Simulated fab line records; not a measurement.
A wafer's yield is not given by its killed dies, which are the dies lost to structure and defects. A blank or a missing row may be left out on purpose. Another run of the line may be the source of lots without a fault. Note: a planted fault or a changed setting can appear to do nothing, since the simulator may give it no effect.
fab line records	flow n5_finfet
record lots=4	wafers=12	last_day=18
route steps=1938 shown HKMG_FIN@428 GATE_CUT@465 BEOL_M4@1111 PASSIVATION@1936
lots with no fault: from the same line, run without faults
start_h: hours from the record's first day to the start of the lot's first wafer shown	wait_h: hours since the lot's step before	" unchanged from the row above	L1.1+2: one row covering several wafers at once	- value missing, or start not given	* or withheld: withheld	< > ~ a bound
route shown NAME@n: NAME is a module with steps in the file, n the number in the route of the first one	usual: mean/standard deviation of fault-free wafers	same: alike in all rows	chamber/n: place in a boat	sites: readings site by site	_std_site: the standard deviation of these	_edge_site: mean of outer sites minus mean of inner sites	radius_mm: how far each site lies from the wafer's centre	mask NAME#n: copy n	behind: the last tool/chamber to shape the wafer	hold: reason for holding the lot/hours on hold/outcome of the hold	device: the transistor (n, p or np) that didn't switch	end of line: tests run on the same wafers once the route is complete	for a step that has no rows: nothing shown but its recipe	killed: the dies lost at the first sort to structure and to defects; this is not the yield of the wafer	map: the dies of a wafer, with x for killed, . for not killed, _ for no die there
set.NAME: the run value of the setting; set.NAME@STEP: its run value at that earlier step	model.NAME: the simulator's own value behind a step, which no gauge read
lots at some steps of the route; a table a step, a row a wafer
## steps
# step N5_HKMG_FIN_PEB_10
# recipe peb_temp_c=withheld	peb_time_s=60	resist=CAR-ArF
# step N5_HKMG_FIN_DEVELOP_11
# recipe develop_time_s=30	developer=TMAH	resist=CAR-ArF	dev_temp_c=23	rinse_liquid=diw	dry=air_spin
# step N5_HKMG_FIN_DESCUM_17
# recipe chemistry=O2	time_s=7.9	source_power_w=50	bias_power_w=20	pressure_mtorr=20	rf_frequency_hz=2.712e+07	temp_c=40	resist=CAR-ArF	o2_flow_sccm=225
# step N5_HKMG_FIN_ETCH_31
# recipe chemistry=CF4	target=SiARC	target_depth_a=455	mask_material=CAR-ArF	time_s=75.8	ion_energy_ev=80	pressure_mtorr=40	source_w=545	bias_w=36	Ar_flow_sccm=100	cf4_flow_sccm=100	ends=cleared
# step N5_HKMG_FIN_ETCH_32
# recipe chemistry=N2/H2	target=SOC	target_depth_a=2400	temp_c=40	time_s=300	ion_energy_ev=200	mask_material=SiARC	pressure_mtorr=30	source_w=840	bias_w=150	n2_flow_sccm=200	h2_flow_sccm=200
# step N5_HKMG_FIN_STRIP_33
# recipe chemistry=N2/H2	temp_c=40	n2_flow_sccm=200	h2_flow_sccm=200	rf_frequency_hz=6e+07
# step N5_HKMG_FIN_STRIP_34
# recipe chemistry=CF4	resist=SiARC	power_w=300	bias_power_w=75	pressure_mtorr=50	cf4_flow_sccm=150	rf_frequency_hz=6e+07
# step N5_HKMG_FIN_ETCH_35
# recipe chemistry=N2/H2	target=SOC	target_depth_a=2158	ion_energy_ev=65	bias_w=5	source_w=3000	time_s=243.4	pressure_mtorr=30	n2_flow_sccm=200	h2_flow_sccm=200
# step N5_HKMG_FIN_STRIP_92
# recipe chemistry=N2/H2	material=SOC	time_s=20	power_w=500	temp_c=40	pressure_mtorr=50	rf_frequency_hz=6e+07	bias_power_w=8	h2_frac=0.5	n2_flow_sccm=300	h2_flow_sccm=300
# step N5_HKMG_FIN_WET_ETCH_18
# recipe chemistry=SC1	target=TiN	mix=1:1:5	temp_c=*	time_s=55	target_depth_nm=5.2	dry=ipa_marangoni	rinse_time_s=30	rinse_temp_c=23
# usual diw_flow_mL_min=1071/3.4
# same rinse_time_s=30
lot.wafer	tool	chamber	start_h	wait_h	diw_flow_mL_min
L697.1	wet_bench-05	4	107.39	0.1	1069
L697.2	"	7	"	"	1077
L697.6	"	6	"	"	1071
L698.2	wet_bench-05	2	114.24	0.1	1073
L698.4	"	3	"	"	1070
L698.6	"	0	"	"	1070
L699.1	wet_bench-05	2	116.86	0.1	1073
L699.3	"	1	"	"	1073
L699.5	"	7	"	"	1073
L715.1	wet_bench-01	7	211.61	0.1	1067
L715.3	"	1	"	"	1066
L715.6	"	4	"	"	1065
# step N5_HKMG_FIN_STRIP_19
# recipe chemistry=N2/H2	power_w=2500	temp_c=300	h2_frac=0.65	time_s=360	pressure_mtorr=withheld	n2_flow_sccm=1750	h2_flow_sccm=3250
# step N5_HKMG_FIN_ALD_91
# recipe material=TiN	target_thk_a=10	temp_c=400	ald_precursor_family=TiCl4	ald_co_reactant=NH3	pulse_time_s=1	purge_time_s=3	co_reactant_purge_time_s=2	co_reactant_pulse_time_s=2	ald_cycles=47	pressure_torr=3
# step N5_HKMG_FIN_COAT_85
# recipe resist=SOC	temp_c=250	time_s=60	spin_rpm=1500	resist_thk_nm=300
# step N5_HKMG_FIN_ETCH_86
# recipe chemistry=N2/H2	target=SOC	target_depth_a=3932	stop_on=TiN	ion_energy_ev=100	bias_w=61	pressure_mtorr=30	source_w=850	n2_flow_sccm=200	h2_flow_sccm=200
# step N5_HKMG_FIN_STRIP_89
# recipe chemistry=N2/H2	material=SOC	time_s=20	power_w=500	temp_c=40	pressure_mtorr=50	rf_frequency_hz=6e+07	bias_power_w=8	h2_frac=0.5	n2_flow_sccm=300	h2_flow_sccm=300
# step N5_HKMG_FIN_WET_ETCH_87
# recipe chemistry=SC1	target=TiN	mix=1:2:40	temp_c=50	time_s=154.2	target_depth_nm=4.7	dry=ipa_marangoni	rinse_time_s=30	rinse_temp_c=23
# step N5_HKMG_FIN_STRIP_88
# recipe chemistry=N2/H2	power_w=2500	temp_c=300	h2_frac=0.65	time_s=360	pressure_mtorr=withheld	n2_flow_sccm=1750	h2_flow_sccm=3250
# step N5_HKMG_FIN_NWFM_ALD_20
# recipe material=TiAlC	target_thk_a=20	temp_c=300	ald_precursor_family=TiCl4	ald_co_reactant=TEA	pulse_time_s=3	purge_time_s=2	co_reactant_purge_time_s=2	co_reactant_pulse_time_s=10	ald_cycles=7	pressure_torr=3
# step N5_HKMG_FIN_ALD_71
# recipe material=TiN	target_thk_a=10	temp_c=400	ald_precursor_family=TiCl4	ald_co_reactant=NH3	pulse_time_s=1	purge_time_s=3	co_reactant_purge_time_s=2	co_reactant_pulse_time_s=2	ald_cycles=47	pressure_torr=3
# step N5_HKMG_FIN_COAT_66
# recipe resist=SOC	temp_c=250	time_s=60	spin_rpm=1500	resist_thk_nm=300
# step N5_HKMG_FIN_ETCH_67
# recipe chemistry=N2/H2	target=SOC	target_depth_a=3889	stop_on=TiN	ion_energy_ev=100	bias_w=61	pressure_mtorr=30	source_w=850	n2_flow_sccm=200	h2_flow_sccm=200
# step N5_HKMG_FIN_STRIP_90
# recipe chemistry=N2/H2	material=SOC	time_s=20	power_w=500	temp_c=40	pressure_mtorr=50	rf_frequency_hz=6e+07	bias_power_w=8	h2_frac=0.5	n2_flow_sccm=300	h2_flow_sccm=300
# step N5_HKMG_FIN_WET_ETCH_73
# recipe chemistry=SC1	mix=1:2:40	temp_c=50	time_s=42.3	target_depth_nm=1.3	dry=ipa_marangoni	rinse_time_s=30	rinse_temp_c=23
# step N5_HKMG_FIN_ETCHBACK_68
# recipe chemistry=Cl2/Ar	stop_on=HfO2	target_depth_a=5	pressure_mtorr=10	icp_w=600	bias_w=60	Cl2_flow_sccm=40	Ar_flow_sccm=60
# step N5_HKMG_FIN_STRIP_69
# recipe chemistry=N2/H2	power_w=2500	temp_c=300	h2_frac=0.65	time_s=360	pressure_mtorr=withheld	n2_flow_sccm=1750	h2_flow_sccm=3250
# step N5_HKMG_FIN_ALD_21
# recipe material=TiN	target_thk_a=15	temp_c=400	ald_precursor_family=TiCl4	ald_co_reactant=NH3	pulse_time_s=1	purge_time_s=3	co_reactant_purge_time_s=2	co_reactant_pulse_time_s=2	ald_cycles=68	pressure_torr=3
# step N5_HKMG_FIN_ALD_72
# recipe material=W	target_thk_a=20	temp_c=300	pressure_torr=7.5	ald_precursor_family=WF6	ald_co_reactant=B2H6	pulse_time_s=1	purge_time_s=2	co_reactant_purge_time_s=2	co_reactant_pulse_time_s=3	ald_cycles=7
# step N5_HKMG_FIN_W_FILL_22
# recipe material=W	target_thk_a=600	temp_c=400	pressure_torr=39.4	time_s=18.2
# step N5_HKMG_FIN_PRECLEAN_83
# recipe chemistry=DIW	time_s=57.5	temp_c=23
# step N5_HKMG_FIN_SRD_84
# recipe dry_time_s=32	dry=n2_spin	spin_rpm=1500
# step N5_HKMG_FIN_CMP_23
# recipe stop_on=SiNx	t_overpolish_s=10	post_cmp_clean=rinse_only	down_force_psi=4	platen_rpm=50.289	pad_velocity_m_s=1.0006	target_thk_nm=46.326
# step N5_HKMG_FIN_CMP_94
# recipe stop_on=SiNx	post_cmp_clean=w_dilute_nh4oh	t_overpolish_s=4.7	down_force_psi=4	platen_rpm=50.289	pad_velocity_m_s=1.0006	target_thk_nm=43.299
# step N5_GATE_CUT_ETCHBACK_00
# recipe chemistry=SF6/Cl2	target=W	pressure_mtorr=8	icp_w=900	bias_w=80	SF6_flow_sccm=40	Cl2_flow_sccm=60
# step N5_GATE_CUT_ETCH_56
# recipe chemistry=Cl2/Ar	target=TiN	target_depth_a=216	pressure_mtorr=10	icp_w=600	bias_w=60	Cl2_flow_sccm=40	Ar_flow_sccm=60
# step N5_GATE_CUT_ETCHBACK_30
# recipe chemistry=Cl2/Ar	target=TiN	target_depth_a=30	mode=isotropic	pressure_mtorr=10	icp_w=600	bias_w=60	Cl2_flow_sccm=40	Ar_flow_sccm=60
# step N5_GATE_CUT_VAPOR_ETCH_60
# recipe chemistry=BCl3/Cl2	target=HfO2	mode=isotropic
# step N5_GATE_CUT_ETCH_58
# recipe chemistry=CH3F/O2	target=SiNx	target_depth_a=170	time_s=128.6	ion_energy_ev=50	pressure_mtorr=30	source_w=415	bias_w=21	Ar_flow_sccm=150	CH3F_flow_sccm=30	O2_flow_sccm=20
# step N5_BEOL_M4_RC_MEAS_101
# usual DIBL_N=35.8/1.5	DIBL_P=35.8/1.7	IOFF_N=0.151/0.022	IOFF_N_85C=3.0/0.35	IOFF_N_LIN=0.071/0.0083	IOFF_N_LONG=5.56e-05/2.1e-06	IOFF_P=0.204/0.027	ION_N=673/8.6	ION_P=462/5.4	SS_N=71.4/0.54	SS_P=73.3/0.56	VT_N=250.5/2.6	VT_N_LONG=275.0/2.1	VT_N_LVT=98.7/2.9	VT_P=-251/3.1
lot.wafer	tool	chamber	start_h	wait_h	DIBL_N[mV/V]	DIBL_P[mV/V]	IOFF_N[nA/um]	IOFF_N_85C[nA/um]	IOFF_N_LIN[nA/um]	IOFF_N_LONG[nA/um]	IOFF_P[nA/um]	ION_N[uA/um]	ION_P[uA/um]	SS_N[mV/dec]	SS_P[mV/dec]	VT_N[mV]	VT_N_LONG[mV]	VT_N_LVT[mV]	VT_P[mV]
L697.1	prober-02	0	205.05	0.0	35.7	35.5	0.147	2.9	0.069	5.64e-05	0.219	674	469	71.6	73.5	250.2	272.7	99.9	-248
L697.2	"	0	"	"	34.8	35.3	0.128	2.6	0.061	5.51e-05	0.222	651	465	71.6	73.3	251.7	275.6	102.5	-247
L697.6	"	0	"	"	34.8	34.8	0.132	2.6	0.064	5.58e-05	0.216	675	472	71.3	72.5	251.0	274.8	101.0	-250
L698.2	prober-01	0	213.19	0.2	34.6	32.8	0.025	0.7	0.012	2.59e-05	0.178	558	450	71.7	72.7	301.6	320.8	146.2	-251
L698.4	"	0	"	"	34.5	32.3	0.119	2.5	0.058	5.61e-05	0.169	666	456	71.5	72.4	252.4	274.6	101.4	-250
L698.6	"	0	"	"	36.6	34.9	0.143	2.8	0.066	5.62e-05	0.199	664	454	71.8	72.7	255.2	276.1	99.5	-251
L699.1	prober-01	0	215.69	0.0	34.5	33.9	0.028	0.7	0.014	2.59e-05	0.189	561	454	71.4	72.8	295.9	318.9	145.5	-253
L699.3	"	0	"	"	34.4	34.0	0.131	2.6	0.062	5.42e-05	0.204	666	463	71.6	72.8	251.6	278.8	102.4	-250
L699.5	"	0	"	"	35.5	35.2	0.143	2.8	0.066	5.38e-05	0.216	664	458	71.8	73.4	252.8	275.6	101.2	-249
L715.1	prober-01	0	320.23	0.0	34.8	34.4	0.123	2.5	0.060	5.33e-05	0.175	658	450	71.3	73.0	252.7	274.7	102.2	-256
L715.3	"	0	"	"	35.6	35.6	0.141	2.8	0.068	5.46e-05	0.196	672	464	71.1	73.5	252.4	274.0	101.8	-252
L715.6	"	0	"	"	38.7	38.6	0.184	3.5	0.083	5.44e-05	0.243	674	470	71.8	73.8	247.9	276.6	97.8	-249
# step N5_PASSIVATION_PROBE_49
# usual defect_limited_yield=91.3/1.4	killed_at_M0_to_M3=33/10	killed_at_M4_up=15/6.1	killed_at_contacts=12/6.7	killed_at_front_end=39/11	killed_at_other=4/3.3	killed_dies=103/16	killed_on_rim=14/4	killed_open=68/12	killed_short=34/7.2	sort_bin_5_function=5.1/0.88	sort_bin_6_memory=3.3/0.67	sort_bin_8_speed=0/0	sort_n_pass=1077/16	sort_yield_pct=91.3/1.4
# same gross_dies=1180	killed_at_back_side=0	sort_bin_4_leakage[%]=0
lot.wafer	tool	chamber	start_h	wait_h	defect_limited_yield[%]	killed_at_M0_to_M3	killed_at_M4_up	killed_at_contacts	killed_at_front_end	killed_at_other	killed_dies	killed_on_rim	killed_open	killed_short	sort_bin_5_function[%]	sort_bin_6_memory[%]	sort_bin_8_speed[%]	sort_n_pass	sort_yield_pct[%]
L698.2	prober-02	-	315.46	0.1	90.5	37	18	11	46	0	112	14	66	41	6.2	3.1	90.51	0	0
L698.4	prober-02	-	315.56	0.2	94.4	17	11	8	28	2	66	13	34	30	3.1	2.2	0	1114	94.4
L698.6	prober-02	-	315.66	0.3	92.1	16	27	12	37	1	93	9	65	24	5.6	2.3	0	1087	92.1
L697.1	prober-02	-	317.48	0.0	92.6	22	5	7	47	6	87	7	55	31	4.9	2.4	0	1093	92.6
L697.2	prober-02	-	317.53	0.1	89.7	43	12	7	53	6	121	23	81	37	5.7	4.2	0	1059	89.7
L697.6	prober-02	-	317.73	0.3	93.3	16	10	16	35	2	79	15	56	22	4.3	2.2	0	1101	93.3
L699.1	prober-02	-	329.17	0.0	89.6	34	14	7	63	5	123	19	81	42	6.4	3.7	89.58	0	0
L699.3	prober-02	-	329.27	0.1	92.5	24	16	9	37	3	89	11	57	32	4.5	2.7	0	1091	92.5
L699.5	prober-02	-	329.37	0.2	87.8	44	23	14	57	6	144	25	99	44	7.9	4.2	0	1036	87.8
L715.1	prober-02	-	428.16	0.0	92.6	20	14	9	32	12	87	9	59	26	4.0	2.9	0	1093	92.6
L715.3	prober-02	-	428.26	0.1	92.5	21	18	14	30	6	89	10	65	22	4.2	3.1	0	1091	92.5
L715.6	prober-02	-	428.41	0.3	93.1	22	12	10	32	6	82	9	51	30	4.2	2.8	0	1098	93.1
# killed by level:class
L698.2 STI_FIN_REVEAL:geometric_particle:open=13 BEOL_M0_SAQP:geometric_particle:short=12 MOL_CONTACT_COAG:geometric_particle:open=10 BEOL_M3:geometric_particle:open=8 FIN_SAQP:geometric_particle:short=7 ILD0:geometric_particle:short=5 ILD0:geometric_particle:open=5 BEOL_M1:geometric_particle:open=5
L698.4 STI_FIN_REVEAL:geometric_particle:open=6 MOL_CONTACT_COAG:geometric_particle:open=5 ILD0:geometric_particle:short=4 BEOL_M3:geometric_particle:short=4 BEOL_M1:geometric_particle:open=4 FIN_SAQP:geometric_particle:short=3 GATE_CUT:geometric_particle:short=3 MOL_CONTACT_COAG:geometric_particle:short=3
L698.6 BEOL_M4:geometric_particle:open=13 MOL_CONTACT_COAG:geometric_particle:open=11 STI_FIN_REVEAL:geometric_particle:open=10 BEOL_M5:geometric_particle:open=8 ILD0:geometric_particle:open=7 FIN_SAQP:geometric_particle:short=5 DUMMY_GATE:geometric_particle:open=3 BEOL_M2:geometric_particle:short=3
L697.1 STI_FIN_REVEAL:geometric_particle:open=16 FIN_SAQP:geometric_particle:open=6 BEOL_M0_SAQP:geometric_particle:short=6 BEOL_M0_SAQP:geometric_particle:open=6 DUMMY_GATE:geometric_particle:open=5 MOL_CONTACT_COAG:geometric_particle:open=5 BEOL_M3:geometric_particle:open=5 STARTING-WAFER:geometric_particle:short=5
L697.2 BEOL_M0_SAQP:geometric_particle:open=14 STI_FIN_REVEAL:geometric_particle:open=11 DUMMY_GATE:geometric_particle:open=11 BEOL_M0_SAQP:geometric_particle:short=9 FIN_SAQP:geometric_particle:short=8 GATE_CUT:geometric_particle:short=7 BEOL_M3:geometric_particle:open=7 MOL_CONTACT_COAG:geometric_particle:open=5
L697.6 MOL_CONTACT_COAG:geometric_particle:open=16 STI_FIN_REVEAL:geometric_particle:open=10 GATE_CUT:geometric_particle:short=9 BEOL_M0_SAQP:geometric_particle:open=7 FIN_SAQP:geometric_particle:open=5 DUMMY_GATE:geometric_particle:open=3 BEOL_M0_SAQP:geometric_particle:short=3 FIN_SAQP:geometric_particle:short=2
L699.1 FIN_SAQP:geometric_particle:open=26 FIN_SAQP:geometric_particle:short=12 BEOL_M0_SAQP:geometric_particle:short=9 MOL_CONTACT_COAG:geometric_particle:open=7 BEOL_M2:geometric_particle:open=7 BEOL_M3:geometric_particle:open=7 BEOL_M4:geometric_particle:open=6 GATE_CUT:geometric_particle:short=5
L699.3 MOL_CONTACT_COAG:geometric_particle:open=8 STI_FIN_REVEAL:geometric_particle:open=7 GATE_CUT:geometric_particle:short=7 BEOL_M4:geometric_particle:open=7 FIN_SAQP:geometric_particle:open=6 BEOL_M0_SAQP:geometric_particle:short=5 BEOL_M0_SAQP:geometric_particle:open=5 BEOL_M2:geometric_particle:open=5
L699.5 FIN_SAQP:geometric_particle:open=15 MOL_CONTACT_COAG:geometric_particle:open=11 BEOL_M2:geometric_particle:open=11 BEOL_M0_SAQP:geometric_particle:open=10 BEOL_M0_SAQP:geometric_particle:short=10 BEOL_M4:geometric_particle:open=10 FIN_SAQP:geometric_particle:short=7 GATE_CUT:geometric_particle:open=7
L715.1 FIN_SAQP:geometric_particle:open=8 BEOL_M4:geometric_particle:open=6 MOL_CONTACT_COAG:geometric_particle:open=5 BEOL_M0_SAQP:geometric_particle:open=5 STI_FIN_REVEAL:geometric_particle:open=4 GATE_CUT:geometric_particle:short=4 MOL_CONTACT_COAG:geometric_particle:short=4 BEOL_M1:geometric_particle:open=4
L715.3 BEOL_M4:geometric_particle:open=14 MOL_CONTACT_COAG:geometric_particle:open=12 BEOL_M1:geometric_particle:open=11 STI_FIN_REVEAL:geometric_particle:open=5 GATE_CUT:geometric_particle:short=5 BEOL_M1:geometric_particle:short=5 STARTING-WAFER:geometric_particle:short=4 FIN_SAQP:geometric_particle:open=3
L715.6 MOL_CONTACT_COAG:geometric_particle:open=10 BEOL_M0_SAQP:geometric_particle:short=9 STI_FIN_REVEAL:geometric_particle:open=5 FIN_SAQP:geometric_particle:short=4 GATE_CUT:geometric_particle:short=4 BEOL_M1:geometric_particle:open=4 FIN_SAQP:geometric_particle:open=3 DUMMY_GATE:geometric_particle:open=3
# map L698.2 (x killed, . not)
_________________.x..........________________
______________.....x.......x.x.x_____________
___________.......x.....x..........__________
__________..x....x.......x.....x...._________
________x.........................x..._______
_______...................x............______
______........x............x....x.x....._____
_____.......x........x.........x.x.....x.____
____............................x...xx....___
___x.......x..............................x__
___....x..x......x...............x...x.....__
__.............x..........xx..x............._
__....................x.................x.xx_
_.......x.........xx.....x...................
_...............x......................x.....
_......x...........x.......x.................
_........x....................x..............
_...........xx................xx.......x.....
_x......x.....x............x.......x.........
_.......xx...................................
_....x....xx...xx.........x...x..x...........
__....x............x...x.......x......x....x_
__...xx.....................x.x............._
___.....x...............x.....x..x..x.....x__
___..............x................x.....x..__
____..............x.......x.x.......xx....___
_____....xx........x.....................____
______.....x............x..............._____
_______..................x.............______
________..............x..............._______
__________......................xx.._________
___________.....................xx.__________
______________.......x.xx....x.._____________
_________________............________________
# map L699.5 (x killed, . not)
_________________...x...x....________________
______________................x._____________
___________.......x................__________
__________.....x...x........xx.....x_________
________......xx.....................x_______
_______...................x...x.......x______
______..x.......x...............x.x....._____
_____x..........x........x.....x..x...x..____
____..x............x.x.................xxx___
___.....x........x..........x.....x.x...x.x__
___.......................x...............x__
__x...x..................x......x..........._
__..........xx..............x......x......x._
_.x.......x......x.x....x........x...........
_........................x.x.................
_x..........................x..........x.x..x
_xx..x...x....x........xx.x.........x........
_...........x.....x...xxx........x.x.........
_.x....................x.......x..x..........
_.x................................x.........
_xxx...x.....................................
__.......x.x..x........................xx.x._
__.x...........x....x....x..........x......._
___.xx.x.........x.x..x............xx.....x__
___...x..................x.x.x...x.........__
____....x..x..x..............x........x...___
_____..........x..x.......xx..x..........____
______..x.......x.................x....._____
_______..xx..x.....x.........x.........______
________x.............x.......x...x..._______
__________..x...xx.........x........_________
___________..............x.........__________
______________.xxx...........x.._____________
_________________............________________
## key
first_sign step=N5_BEOL_M4_RC_MEAS_101	reading=VT_N_LONG	direction=up	sigmas=22	usual=275.0	struck=319.8
effect step=N5_BEOL_M4_RC_MEAS_101	reading=VT_N	direction=up	sigmas=19	usual=250.5	struck=298.7
effect step=N5_BEOL_M4_RC_MEAS_101	reading=VT_N_LVT	direction=up	sigmas=16	usual=98.7	struck=145.8
effect step=N5_BEOL_M4_RC_MEAS_101	reading=IOFF_N_LONG	direction=down	sigmas=14	usual=5.56e-05	struck=2.59e-05
effect step=N5_BEOL_M4_RC_MEAS_101	reading=ION_N	direction=down	sigmas=13	usual=673	struck=560
effect step=N5_BEOL_M4_RC_MEAS_101	reading=IOFF_N_LIN	direction=down	sigmas=7	usual=0.071	struck=0.013
effect step=N5_BEOL_M4_RC_MEAS_101	reading=IOFF_N_85C	direction=down	sigmas=6.4	usual=3.0	struck=0.7
effect step=N5_BEOL_M4_RC_MEAS_101	reading=IOFF_N	direction=down	sigmas=5.7	usual=0.151	struck=0.027
effect step=N5_PASSIVATION_PROBE_49	reading=sort_bin_8_speed	direction=up	sigmas=99+	usual=0	struck=90.04
met_at N5_HKMG_FIN_WET_ETCH_18
struck_wafers L698.2,L699.1
fault kind=process_parameter_drift	tool=wet_bench-05	chamber=2	onset_h=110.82	steps=N5_HKMG_FIN_WET_ETCH_18	channel=time_s	offset=*	shape=step	end_h=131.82	acts_in=*	stated=*
